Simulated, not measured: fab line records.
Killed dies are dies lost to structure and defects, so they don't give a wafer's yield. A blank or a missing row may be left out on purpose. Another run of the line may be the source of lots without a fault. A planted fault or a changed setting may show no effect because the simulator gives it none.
Matching of chambers    flow n5Finfet    N5_BEOL_M6_STRIP_67 on rieDiel-03 has 4 sister chambers
The step strips in CF4. 20 wafers are shown with their chamber, then 10 later ones without.

## WAFERS, EACH WITH ITS CHAMBER
wafer   chamber  drypumpMotorCurrentA (A)  throttleValvePct (%)  oesProductAu (a.u.)
L077.3  0        4.9                       13.3                  0.90
L077.4  2        5.6                       13.7                  0.72
L077.5  3        6.1                       13.7                  0.67
L081.2  1        5.9                       14.0                  0.74
L081.3  2        5.6                       13.8                  0.71
L081.5  2        5.6                       13.8                  0.70
L082.1  2        5.6                       13.7                  0.71
L082.4  2        5.6                       13.7                  0.70
L082.6  0        4.9                       13.3                  0.87
L086.2  3        6.1                       13.1                  0.96
L086.3  2        5.6                       13.8                  0.71
L086.4  1        5.9                       14.1                  0.73
L084.2  3        6.1                       13.1                  0.96
L084.4  2        5.6                       13.8                  0.70
L084.5  2        5.6                       13.8                  0.70
L085.1  3        6.1                       13.1                  0.96
L085.3  0        4.8                       13.3                  0.86
L085.6  1        5.9                       14.1                  0.73
L090.1  2        5.6                       13.8                  0.70
L090.2  3        6.1                       13.1                  0.92

SIGNATURES, as means of the wafers listed above
reading               chamber 0  chamber 1  chamber 2  chamber 3  scatter within a chamber
drypumpMotorCurrentA  4.867      5.900      5.600      6.100      0.0204
throttleValvePct      13.300     14.067     13.767     13.220     0.14
oesProductAu          0.8767     0.7333     0.7056     0.8940     0.0639
Rule: for each reading, subtract the chamber's mean from the wafer's reading, divide by that reading's scatter and square the result; add these up over the readings and take the root, which gives the wafer's distance from the chamber. If the next closest chamber is less than 2 further off than the closest, the wafer can't be placed; otherwise it belongs to the closest. How the scatter is found: for the shown wafers, subtract from each reading the mean of its chamber, square and add these, divide the total by (wafers less chambers), then take the root.

## WAFERS WHOSE CHAMBER IS MISSING
wafer   drypumpMotorCurrentA (A)  throttleValvePct (%)  oesProductAu (a.u.)
L090.6  4.8                       13.3                  0.83
L094.2  4.9                       13.3                  0.84
L094.3  5.9                       14.1                  0.73
L094.6  5.6                       13.8                  0.70
L092.1  5.9                       14.1                  0.73
L092.3  4.9                       13.3                  0.84
L092.6  5.6                       13.8                  0.69
L096.1  4.9                       13.4                  0.83
L096.2  6.1                       13.1                  0.91
L096.4  5.6                       13.8                  0.69

## THE CHAMBER EACH PASSED THROUGH
wafer   from the rows above  in truth
L090.6  0                    0
L094.2  0                    0
L094.3  1                    1
L094.6  2                    2
L092.1  1                    1
L092.3  0                    0
L092.6  2                    2
L096.1  0                    0
L096.2  3                    3
L096.4  2                    2
Placed correctly: 10 of 10. Not placeable from these rows: 0. 0 placed wrongly.
